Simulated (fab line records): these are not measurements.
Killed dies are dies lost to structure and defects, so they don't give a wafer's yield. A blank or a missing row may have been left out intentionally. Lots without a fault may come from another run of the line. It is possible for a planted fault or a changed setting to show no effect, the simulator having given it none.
fab line records ; flow n5-finfet ; part 1 of 2: steps 1 to 4 of 6
record: lots: 24; wafers: 72; last-day: 21
route steps=1938 shown BEOL_M11@1554 BEOL_M12@1618
lots that met no fault: from a run of the same line without faults
start-h: hours from the record's opening day to when the first of the lot's shown wafers began ; wait-h: hours since the lot's step before ; " the same as in the row above ; L1.1+2: one row covering several wafers at once ; - no value, or no start given ; * or withheld: withheld ; < > ~ a bound
route shown NAME@n: NAME is a module with steps in the file, n the number in the route of the first one ; usual: average and standard deviation across the fault-free wafers ; same: alike in all rows ; chamber/n: place in a boat ; sites: each site's reading ; _std_site: standard deviation of those values ; _edge_site: mean of outer sites minus mean of inner sites ; radius-mm: how far each site lies from the wafer's centre ; mask NAME#n: copy n ; behind: the last tool/chamber to shape the wafer ; hold: the reason the lot was held/the length of the hold in hours/how it ended ; device: whichever transistor did not switch (one of n, p or np) ; end of line: at the end of the route, the tests of the same wafers ; a step with no rows: only its recipe ; killed: not the wafer's yield, but the dies lost to structure and defects at the first sort ; map: per-die view of a wafer (x killed, . not killed, _ where there is no die)
set.NAME: the setting the step ran with; set.NAME@STEP: the setting that earlier step ran with ; model.NAME: the simulator's own value behind a step, which no gauge read
one table for each step of the route and one row for each wafer, over a sample of lots
services: a tool's chamber out of use, with start hour (start-h, from the record's first day; less than 0 if before it), hours out, and reason
== steps ==
step: N5_BEOL_M11_ETCH_62
recipe: chemistry: N2/H2; target: SOC; target-depth-a: 1100; overetch-a: 220; mask-material: SiARC; temp-c: 40; time-s: 165; ion-energy-ev: 200; pressure-mtorr: 30; source-w: 840; bias-w: 150; n2-flow-sccm: 200; h2-flow-sccm: 200
usual: drypump-motor-current-A: 5.6/0.44; n2-flow-sccm: 199.9/0.65; oes-product-au: 0.68/0.068; rf-vpp-V: 524.4/2.7; showerhead-plenum-p-Torr: 2.56/0.089; throttle-valve-pct: 17.8/0.33
lot.wafer;tool;chamber;start-h;wait-h;drypump-motor-current-A;n2-flow-sccm;oes-product-au;rf-hours-counter-h;rf-vpp-V;showerhead-plenum-p-Torr;throttle-valve-pct
L074.1;rie-diel-05;1;303.96;0.0;5.6;200.5;0.59;237;524.4;2.63;18.2
L074.4;rie-diel-05;2;303.96;0.0;6.1;199.8;0.63;160;526.4;2.67;18.0
L074.6;rie-diel-05;1;303.96;0.0;5.6;201.2;0.59;-;526.8;2.63;18.1
L077.2;rie-diel-06;3;317.40;0.0;6.1;200.2;0.75;42;526.0;2.58;17.7
L077.3;rie-diel-06;0;317.40;0.0;5.8;200.2;0.64;164;523.5;2.55;18.2
L077.5;rie-diel-06;0;317.40;0.0;5.8;199.6;0.64;-;523.7;2.55;18.2
L075.2;rie-diel-06;0;325.26;0.0;5.8;199.4;0.63;167;523.4;2.55;18.2
L075.3;rie-diel-06;1;325.26;0.0;5.6;200.5;0.66;126;526.9;2.64;17.4
L075.4;rie-diel-06;3;325.26;0.0;6.1;198.3;0.76;-;526.4;2.58;17.7
L076.2;rie-diel-02;0;329.46;0.0;4.9;199.9;0.77;22;527.0;2.69;17.9
L076.4;rie-diel-02;1;329.46;0.0;6.4;201.1;0.66;-;528.4;2.66;17.7
L076.6;rie-diel-02;3;329.46;0.0;5.7;200.6;0.67;-;521.0;2.48;18.5
L078.2;rie-diel-05;3;338.93;0.0;5.7;199.6;0.61;208;520.7;2.42;17.8
L078.4;rie-diel-05;2;338.93;0.0;6.1;200.1;0.62;172;527.6;2.67;18.1
L078.5;rie-diel-05;0;338.93;0.0;5.0;199.3;0.59;-;519.4;2.40;18.0
L080.2;rie-diel-06;3;341.63;0.0;6.1;200.2;0.74;51;524.8;2.58;17.7
L080.4;rie-diel-06;2;341.63;0.0;5.5;200.0;0.82;6;521.1;2.48;17.3
L080.5;rie-diel-06;2;341.63;0.0;5.5;200.1;0.80;-;522.1;2.48;17.3
L082.3;rie-diel-06;2;344.44;0.0;5.6;200.3;0.80;7;521.7;2.48;17.3
L082.4;rie-diel-06;3;344.44;0.0;6.1;199.1;0.74;51;526.2;2.58;17.7
L082.6;rie-diel-06;2;344.44;0.0;5.6;199.9;0.81;-;523.6;2.48;17.3
L079.4;rie-diel-06;2;354.84;0.1;5.5;199.6;0.80;-;522.5;2.48;17.3
L079.5;rie-diel-06;0;354.84;0.1;5.8;200.1;0.63;-;524.7;2.55;18.2
L079.6;rie-diel-06;3;354.84;0.1;6.1;200.3;0.73;-;523.5;2.58;17.7
L086.2;rie-diel-02;2;381.96;0.0;5.0;200.3;0.77;17;527.4;2.60;17.6
L086.3;rie-diel-02;0;381.96;0.0;4.8;200.3;0.74;38;526.8;2.68;18.0
L086.4;rie-diel-02;1;381.96;0.0;6.4;199.5;0.65;139;526.2;2.65;17.7
L081.3;rie-diel-06;1;386.00;0.0;5.5;199.8;0.65;143;526.5;2.63;17.5
L081.5;rie-diel-06;1;386.00;0.0;5.5;200.7;0.65;-;529.4;2.63;17.5
L081.6;rie-diel-06;2;386.00;0.0;5.6;199.6;0.78;-;521.7;2.48;17.3
L084.1;rie-diel-05;0;389.30;0.0;5.0;199.3;0.59;232;521.2;2.40;18.0
L084.4;rie-diel-05;3;389.30;0.0;5.7;199.8;0.60;225;520.6;2.41;17.9
L084.5;rie-diel-05;2;389.30;0.0;6.1;199.4;0.62;-;526.1;2.66;18.1
L083.2;rie-diel-05;1;389.77;0.0;5.6;200.9;0.81;2;526.6;2.62;17.7
L083.3;rie-diel-05;3;389.77;0.0;5.7;200.2;0.60;226;519.4;2.41;17.9
L083.6;rie-diel-05;0;389.77;0.0;5.0;200.0;0.59;-;519.8;2.40;18.0
L085.2;rie-diel-06;3;400.68;0.0;6.1;200.8;0.72;68;524.9;2.57;17.7
L085.3;rie-diel-06;2;400.68;0.0;5.5;199.7;0.77;23;521.9;2.48;17.3
L085.4;rie-diel-06;0;400.68;0.0;5.8;200.2;0.62;191;523.3;2.54;18.2
L090.3;rie-diel-06;1;400.93;0.0;5.6;199.7;0.65;148;526.2;2.63;17.5
L090.4;rie-diel-06;3;400.93;0.0;6.1;199.4;0.72;68;524.2;2.57;17.8
L090.6;rie-diel-06;1;400.93;0.0;5.6;199.4;0.65;-;525.8;2.63;17.5
L089.1;rie-diel-02;0;412.23;0.0;4.9;200.2;0.74;46;529.4;2.68;18.0
L089.2;rie-diel-02;2;412.23;0.0;5.0;200.5;0.75;25;524.6;2.59;17.6
L089.4;rie-diel-02;1;412.23;0.0;6.4;200.4;0.65;147;527.2;2.65;17.7
L088.2;rie-diel-05;3;418.62;0.0;5.7;199.6;0.59;235;519.7;2.41;17.9
L088.5;rie-diel-05;0;418.62;0.0;5.0;199.2;0.57;-;521.0;2.39;18.0
L088.6;rie-diel-05;3;418.62;0.0;5.7;199.0;0.60;-;519.7;2.41;17.9
L087.1;rie-diel-05;2;419.15;0.0;6.1;199.7;0.61;199;525.3;2.66;18.1
L087.2;rie-diel-05;3;419.15;0.0;5.7;199.7;0.59;236;519.5;2.41;17.9
L087.6;rie-diel-05;2;419.15;0.0;6.1;201.1;0.61;-;524.2;2.66;18.1
L091.3;rie-diel-02;1;424.11;0.0;6.4;200.2;0.64;151;526.9;2.64;17.7
L091.4;rie-diel-02;3;424.11;0.0;5.7;201.1;0.65;149;520.7;2.47;18.6
L091.5;rie-diel-02;1;424.11;0.0;6.4;200.0;0.64;-;527.6;2.64;17.7
L092.2;rie-diel-02;0;429.22;0.0;4.8;199.9;0.73;51;526.7;2.67;18.0
L092.3;rie-diel-02;1;429.22;0.0;6.4;200.7;0.64;153;526.8;2.64;17.7
L092.5;rie-diel-02;2;429.22;0.0;5.0;199.8;0.74;-;525.4;2.59;17.6
L096.1;rie-diel-06;1;429.29;0.0;5.6;199.4;0.64;157;525.4;2.63;17.5
L096.2;rie-diel-06;2;429.29;0.0;5.5;199.9;0.76;32;523.3;2.47;17.3
L096.5;rie-diel-06;2;429.29;0.0;5.5;200.0;0.75;-;521.2;2.47;17.3
L094.2;rie-diel-02;2;429.47;0.0;5.0;199.8;0.75;29;525.7;2.59;17.6
L094.3;rie-diel-02;0;429.47;0.0;4.8;199.6;0.73;51;528.2;2.67;18.0
L094.4;rie-diel-02;1;429.47;0.0;6.4;199.7;0.64;153;526.7;2.64;17.7
L093.2;rie-diel-06;1;449.13;0.0;5.5;200.6;0.63;164;526.7;2.62;17.5
L093.3;rie-diel-06;0;449.13;0.0;5.8;201.0;0.62;201;524.5;2.54;18.3
L093.6;rie-diel-06;2;449.13;0.0;5.5;199.9;0.76;-;522.6;2.47;17.3
L095.1;rie-diel-02;1;449.26;0.0;6.4;199.9;0.63;160;526.9;2.64;17.8
L095.2;rie-diel-02;2;449.26;0.0;5.0;199.6;0.73;37;524.9;2.59;17.6
L095.6;rie-diel-02;3;449.26;0.0;5.7;199.8;0.64;-;522.1;2.47;18.6
L097.4;rie-diel-05;1;457.24;0.1;5.6;200.4;0.75;-;524.5;2.61;17.8
L097.5;rie-diel-05;3;457.24;0.1;5.8;199.7;0.58;-;520.8;2.40;17.9
L097.6;rie-diel-05;2;457.24;0.1;6.1;199.4;0.60;-;526.1;2.65;18.1
step: N5_BEOL_M11_CD_MEAS_18
recipe: pitch-nm: 140; target-cd-nm: 70
usual: cd-nm: 69.7/0.97
lot.wafer;tool;chamber;start-h;wait-h;cd-nm
L074.1;cd-sem-02;-;304.36;0.0;70.0
L074.4;cd-sem-02;-;304.36;0.0;70.0
L074.6;cd-sem-02;-;304.36;0.0;69.2
L077.2;cd-sem-02;-;317.85;0.1;69.7
L077.3;cd-sem-02;-;317.85;0.1;69.0
L077.5;cd-sem-02;-;317.85;0.1;69.2
L075.2;cd-sem-02;-;325.64;0.1;68.8
L075.3;cd-sem-02;-;325.64;0.1;69.7
L075.4;cd-sem-02;-;325.64;0.1;70.2
L076.2;cd-sem-03;-;329.83;0.1;69.7
L076.4;cd-sem-03;-;329.83;0.1;70.3
L076.6;cd-sem-03;-;329.83;0.1;70.4
L078.2;cd-sem-02;-;339.43;0.1;72.0
L078.4;cd-sem-02;-;339.43;0.1;70.7
L078.5;cd-sem-02;-;339.43;0.1;70.7
L080.2;cd-sem-03;-;342.00;0.1;69.8
L080.4;cd-sem-03;-;342.00;0.1;70.3
L080.5;cd-sem-03;-;342.00;0.1;70.5
L082.3;cd-sem-03;-;345.02;0.1;70.0
L082.4;cd-sem-03;-;345.02;0.1;69.5
L082.6;cd-sem-03;-;345.02;0.1;69.2
L079.4;cd-sem-03;-;355.15;0.0;69.3
L079.5;cd-sem-03;-;355.15;0.0;68.9
L079.6;cd-sem-03;-;355.15;0.0;69.2
L086.2;cd-sem-03;-;382.33;0.1;70.9
L086.3;cd-sem-03;-;382.33;0.1;71.4
L086.4;cd-sem-03;-;382.33;0.1;71.3
L081.3;cd-sem-02;-;386.37;0.1;71.7
L081.5;cd-sem-02;-;386.37;0.1;70.3
L081.6;cd-sem-02;-;386.37;0.1;71.1
L084.1;cd-sem-02;-;389.71;0.0;70.4
L084.4;cd-sem-02;-;389.71;0.0;70.9
L084.5;cd-sem-02;-;389.71;0.0;70.3
L083.2;cd-sem-02;-;390.17;0.1;70.3
L083.3;cd-sem-02;-;390.17;0.1;71.1
L083.6;cd-sem-02;-;390.17;0.1;70.0
L085.2;cd-sem-03;-;401.08;0.1;69.0
L085.3;cd-sem-03;-;401.08;0.1;68.5
L085.4;cd-sem-03;-;401.08;0.1;69.4
L090.3;cd-sem-03;-;401.31;0.1;69.6
L090.4;cd-sem-03;-;401.31;0.1;69.4
L090.6;cd-sem-03;-;401.31;0.1;69.3
L089.1;cd-sem-02;-;412.68;0.0;71.5
L089.2;cd-sem-02;-;412.68;0.0;68.7
L089.4;cd-sem-02;-;412.68;0.0;69.7
L088.2;cd-sem-03;-;419.10;0.1;68.5
L088.5;cd-sem-03;-;419.10;0.1;68.0
L088.6;cd-sem-03;-;419.10;0.1;69.0
L087.1;cd-sem-02;-;419.63;0.0;71.3
L087.2;cd-sem-02;-;419.63;0.0;70.8
L087.6;cd-sem-02;-;419.63;0.0;72.2
L091.3;cd-sem-03;-;424.48;0.1;66.7
L091.4;cd-sem-03;-;424.48;0.1;68.7
L091.5;cd-sem-03;-;424.48;0.1;68.2
L092.2;cd-sem-03;-;429.59;0.1;69.8
L092.3;cd-sem-03;-;429.59;0.1;68.5
L092.5;cd-sem-03;-;429.59;0.1;68.9
L096.1;cd-sem-02;-;429.70;0.0;70.4
L096.2;cd-sem-02;-;429.70;0.0;70.9
L096.5;cd-sem-02;-;429.70;0.0;71.0
L094.2;cd-sem-03;-;429.84;0.1;69.0
L094.3;cd-sem-03;-;429.84;0.1;68.5
L094.4;cd-sem-03;-;429.84;0.1;68.4
L093.2;cd-sem-03;-;449.62;0.1;70.6
L093.3;cd-sem-03;-;449.62;0.1;69.4
L093.6;cd-sem-03;-;449.62;0.1;69.5
L095.1;cd-sem-01;-;449.65;0.0;68.4
L095.2;cd-sem-01;-;449.65;0.0;68.2
L095.6;cd-sem-01;-;449.65;0.0;68.8
L097.4;cd-sem-01;-;457.55;0.0;69.3
L097.5;cd-sem-01;-;457.55;0.0;68.7
L097.6;cd-sem-01;-;457.55;0.0;68.6
step: N5_BEOL_M11_OVL_MEAS_29
recipe: points-per-wafer: 44
usual: V10_OVL: 0.0/0.81
lot.wafer;tool;chamber;start-h;wait-h;V10_OVL[nm]
L074.1;overlay-01;0;305.21;0.0;1.2
L074.4;overlay-01;0;305.21;0.0;-0.8
L074.6;overlay-01;0;305.21;0.0;-0.8
L077.2;overlay-01;0;321.50;0.1;-1.0
L077.3;overlay-01;0;321.50;0.1;-1.0
L077.5;overlay-01;0;321.50;0.1;-0.8
L075.2;overlay-02;0;327.62;0.0;-0.1
L075.3;overlay-02;0;327.62;0.0;-0.1
L075.4;overlay-02;0;327.62;0.0;-0.3
L076.2;overlay-02;0;330.27;0.0;1.4
L076.4;overlay-02;0;330.27;0.0;0.2
L076.6;overlay-02;0;330.27;0.0;1.5
L078.2;overlay-02;0;339.75;0.0;-1.0
L078.4;overlay-02;0;339.75;0.0;-2.1
L078.5;overlay-02;0;339.75;0.0;0.2
L080.2;overlay-01;0;343.06;0.0;0.8
L080.4;overlay-01;0;343.06;0.0;0.5
L080.5;overlay-01;0;343.06;0.0;0.3
L082.3;overlay-02;0;345.98;0.0;-0.8
L082.4;overlay-02;0;345.98;0.0;-0.8
L082.6;overlay-02;0;345.98;0.0;-0.8
L079.4;overlay-01;0;357.10;0.0;0.3
L079.5;overlay-01;0;357.10;0.0;0.0
L079.6;overlay-01;0;357.10;0.0;-0.6
L086.2;overlay-01;0;383.50;0.0;0.1
L086.3;overlay-01;0;383.50;0.0;0.0
L086.4;overlay-01;0;383.50;0.0;0.8
L081.3;overlay-02;0;387.92;0.0;-0.3
L081.5;overlay-02;0;387.92;0.0;-0.9
L081.6;overlay-02;0;387.92;0.0;1.0
L083.2;overlay-02;0;391.65;0.0;0.4
L083.3;overlay-02;0;391.65;0.0;-0.6
L083.6;overlay-02;0;391.65;0.0;-0.9
L084.1;overlay-02;0;391.82;0.0;0.8
L084.4;overlay-02;0;391.82;0.0;0.9
L084.5;overlay-02;0;391.82;0.0;0.7
L090.3;overlay-02;0;402.81;0.0;0.5
L090.4;overlay-02;0;402.81;0.0;0.7
L090.6;overlay-02;0;402.81;0.0;0.3
L085.2;overlay-02;0;402.98;0.0;-0.3
L085.3;overlay-02;0;402.98;0.0;-1.3
L085.4;overlay-02;0;402.98;0.0;-0.1
L089.1;overlay-02;0;413.63;0.0;0.1
L089.2;overlay-02;0;413.63;0.0;0.6
L089.4;overlay-02;0;413.63;0.0;0.2
L088.2;overlay-02;0;422.84;0.0;-0.7
L088.5;overlay-02;0;422.84;0.0;-1.6
L088.6;overlay-02;0;422.84;0.0;0.9
L087.1;overlay-02;0;422.89;0.0;-0.8
L087.2;overlay-02;0;422.89;0.0;1.0
L087.6;overlay-02;0;422.89;0.0;-0.6
L091.3;overlay-02;0;424.79;0.0;-1.2
L091.4;overlay-02;0;424.79;0.0;-0.3
L091.5;overlay-02;0;424.79;0.0;-1.7
L096.1;overlay-02;0;432.15;0.0;-0.2
L096.2;overlay-02;0;432.15;0.0;0.1
L096.5;overlay-02;0;432.15;0.0;-1.3
L092.2;overlay-02;0;432.75;0.0;0.8
L092.3;overlay-02;0;432.75;0.0;0.2
L092.5;overlay-02;0;432.75;0.0;1.6
L094.2;overlay-02;0;432.92;0.0;-0.1
L094.3;overlay-02;0;432.92;0.0;-0.7
L094.4;overlay-02;0;432.92;0.0;0.5
L093.2;overlay-02;0;450.44;0.0;-0.2
L093.3;overlay-02;0;450.44;0.0;0.8
L093.6;overlay-02;0;450.44;0.0;-0.4
L095.1;overlay-02;0;450.64;0.0;0.5
L095.2;overlay-02;0;450.64;0.0;0.3
L095.6;overlay-02;0;450.64;0.0;0.1
L097.4;overlay-02;0;460.09;0.0;0.4
L097.5;overlay-02;0;460.09;0.0;0.8
L097.6;overlay-02;0;460.09;0.0;0.1
step: N5_BEOL_M11_DESCUM_33
recipe: chemistry: O2; time-s: 7.9; source-power-w: 50; bias-power-w: 20; pressure-mtorr: 20; rf-frequency-hz: 2.712e+07; temp-c: 40; resist: CAR-ArF; o2-flow-sccm: 225
usual: drypump-motor-current-A: 5.6/0.46; oes-product-au: 0.79/0.094; rf-vpp-V: 243.2/1.5; showerhead-plenum-p-Torr: 2.09/0.088; throttle-valve-pct: 20.41/0.25
lot.wafer;tool;chamber;start-h;wait-h;drypump-motor-current-A;oes-product-au;rf-hours-counter-h;rf-vpp-V;showerhead-plenum-p-Torr;throttle-valve-pct
L074.1;rie-diel-05;0;305.39;0.1;5.0;0.70;206;242.2;1.99;20.68
L074.4;rie-diel-05;2;305.39;0.1;6.1;0.74;161;244.7;2.18;20.33
L074.6;rie-diel-05;0;305.39;0.1;5.0;0.70;-;239.8;1.99;20.69
L077.2;rie-diel-05;0;321.76;0.2;5.0;0.69;211;241.5;1.99;20.72
L077.3;rie-diel-05;1;321.76;0.2;5.6;0.68;243;243.1;2.11;20.42
L077.5;rie-diel-05;0;321.76;0.2;5.0;0.69;-;241.0;1.99;20.70
L075.2;rie-diel-06;2;327.92;0.3;5.5;1.00;0;241.4;2.04;19.84
L075.3;rie-diel-06;1;327.92;0.3;5.5;0.77;127;242.3;2.19;20.27
L075.4;rie-diel-06;3;327.92;0.3;6.1;0.88;46;243.7;2.12;20.33
L076.2;rie-diel-02;1;330.32;0.0;6.4;0.77;123;245.3;2.22;20.52
L076.4;rie-diel-02;0;330.32;0.0;4.9;0.92;22;245.4;2.24;20.72
L076.6;rie-diel-02;1;330.32;0.0;6.4;0.77;-;244.6;2.22;20.52
L078.2;rie-diel-05;0;339.80;0.0;5.0;0.69;216;242.0;1.99;20.70
L078.4;rie-diel-05;3;339.80;0.0;5.7;0.70;208;241.1;1.97;20.30
L078.5;rie-diel-05;0;339.80;0.0;5.0;0.69;-;242.0;1.99;20.70
L080.2;rie-diel-06;2;343.41;0.3;5.5;0.96;7;241.9;2.04;19.83
L080.4;rie-diel-06;3;343.41;0.3;6.0;0.88;51;244.9;2.12;20.35
L080.5;rie-diel-06;3;343.41;0.3;6.0;0.87;-;243.6;2.12;20.36
L082.3;rie-diel-06;1;346.04;0.0;5.5;0.77;134;245.7;2.19;20.28
L082.4;rie-diel-06;2;346.04;0.0;5.5;0.96;8;241.7;2.04;19.83
L082.6;rie-diel-06;3;346.04;0.0;6.1;0.87;-;243.1;2.12;20.37
L079.4;rie-diel-02;0;357.15;0.0;4.8;0.90;30;246.6;2.23;20.73
L079.5;rie-diel-02;0;357.15;0.0;4.8;0.90;-;244.6;2.23;20.73
L079.6;rie-diel-02;3;357.15;0.0;5.7;0.79;-;241.4;2.00;20.69
L086.2;rie-diel-05;3;383.56;0.0;5.7;0.68;223;241.0;1.97;20.32
L086.3;rie-diel-05;0;383.56;0.0;5.0;0.69;230;240.3;1.99;20.72
L086.4;rie-diel-05;3;383.56;0.0;5.8;0.68;-;241.4;1.97;20.31
L081.3;rie-diel-02;3;388.50;0.6;5.7;0.78;139;243.4;2.00;20.72
L081.5;rie-diel-02;3;388.50;0.6;5.7;0.78;-;242.9;2.00;20.69
L081.6;rie-diel-02;2;388.50;0.6;5.1;0.90;-;244.1;2.15;20.23
L083.2;rie-diel-05;3;391.71;0.0;5.7;0.68;226;243.0;1.97;20.30
L083.3;rie-diel-05;0;391.71;0.0;5.0;0.68;233;241.4;1.99;20.74
L083.6;rie-diel-05;3;391.71;0.0;5.8;0.68;-;241.3;1.97;20.32
L084.1;rie-diel-02;2;392.30;0.4;5.0;0.91;20;244.9;2.14;20.24
L084.4;rie-diel-02;1;392.30;0.4;6.4;0.77;142;245.7;2.21;20.54
L084.5;rie-diel-02;1;392.30;0.4;6.4;0.76;-;244.9;2.21;20.55
L090.3;rie-diel-05;2;402.87;0.0;6.1;0.72;194;244.3;2.17;20.37
L090.4;rie-diel-05;1;402.87;0.0;5.6;0.92;6;243.7;2.11;20.05
L090.6;rie-diel-05;1;402.87;0.0;5.6;0.92;-;243.0;2.11;20.07
L085.2;rie-diel-02;0;403.17;0.2;4.8;0.89;43;244.6;2.23;20.76
L085.3;rie-diel-02;2;403.17;0.2;5.1;0.91;22;243.5;2.14;20.25
L085.4;rie-diel-02;1;403.17;0.2;6.4;0.75;144;245.7;2.21;20.53
L089.1;rie-diel-02;3;413.99;0.3;5.7;0.78;146;241.2;1.99;20.71
L089.2;rie-diel-02;1;413.99;0.3;6.4;0.76;148;244.5;2.21;20.55
L089.4;rie-diel-02;0;413.99;0.3;4.8;0.88;46;246.6;2.23;20.75
L088.2;rie-diel-02;1;422.90;0.0;6.4;0.75;150;244.1;2.21;20.56
L088.5;rie-diel-02;1;422.90;0.0;6.4;0.75;-;243.3;2.21;20.56
L088.6;rie-diel-02;2;422.90;0.0;5.0;0.91;-;244.0;2.14;20.25
L087.1;rie-diel-05;2;422.95;0.0;6.1;0.71;200;243.9;2.16;20.39
L087.2;rie-diel-05;0;422.95;0.0;5.0;0.68;244;240.8;1.98;20.74
L087.6;rie-diel-05;0;422.95;0.0;5.0;0.67;-;241.9;1.98;20.75
L091.3;rie-diel-06;0;424.85;0.0;5.8;0.72;193;243.4;2.05;20.49
L091.4;rie-diel-06;3;424.85;0.0;6.0;0.83;76;243.0;2.11;20.38
L091.5;rie-diel-06;3;424.85;0.0;6.0;0.84;-;242.8;2.11;20.38
L096.1;rie-diel-05;2;432.31;0.1;6.1;0.71;202;244.1;2.16;20.39
L096.2;rie-diel-05;3;432.31;0.1;5.8;0.67;240;242.5;1.96;20.35
L096.5;rie-diel-05;0;432.31;0.1;5.0;0.67;-;240.7;1.98;20.74
L092.2;rie-diel-06;1;432.81;0.0;5.5;0.73;158;242.9;2.18;20.30
L092.3;rie-diel-06;3;432.81;0.0;6.1;0.83;79;244.2;2.11;20.41
L092.5;rie-diel-06;1;432.81;0.0;5.6;0.74;-;245.1;2.18;20.31
L094.2;rie-diel-02;1;433.17;0.2;6.4;0.74;154;242.0;2.21;20.57
L094.3;rie-diel-02;2;433.17;0.2;5.0;0.89;31;243.7;2.14;20.25
L094.4;rie-diel-02;3;433.17;0.2;5.7;0.77;152;241.2;1.99;20.71
L093.2;rie-diel-05;1;451.25;0.8;5.5;0.89;22;243.6;2.10;20.08
L093.3;rie-diel-05;3;451.25;0.8;5.7;0.66;246;240.8;1.96;20.35
L093.6;rie-diel-05;3;451.25;0.8;5.6;0.66;-;241.6;1.96;20.34
L095.1;rie-diel-06;3;452.21;1.5;6.1;0.83;86;243.2;2.10;20.41
L095.2;rie-diel-06;2;452.21;1.5;5.5;0.90;35;243.5;2.03;19.88
L095.6;rie-diel-06;1;452.21;1.5;5.6;0.73;-;244.3;2.18;20.32
L097.4;rie-diel-06;1;460.14;0.0;5.6;0.73;169;244.1;2.18;20.31
L097.5;rie-diel-06;2;460.14;0.0;5.6;0.90;-;245.2;2.03;19.90
L097.6;rie-diel-06;3;460.14;0.0;6.0;0.84;-;244.2;2.10;20.42
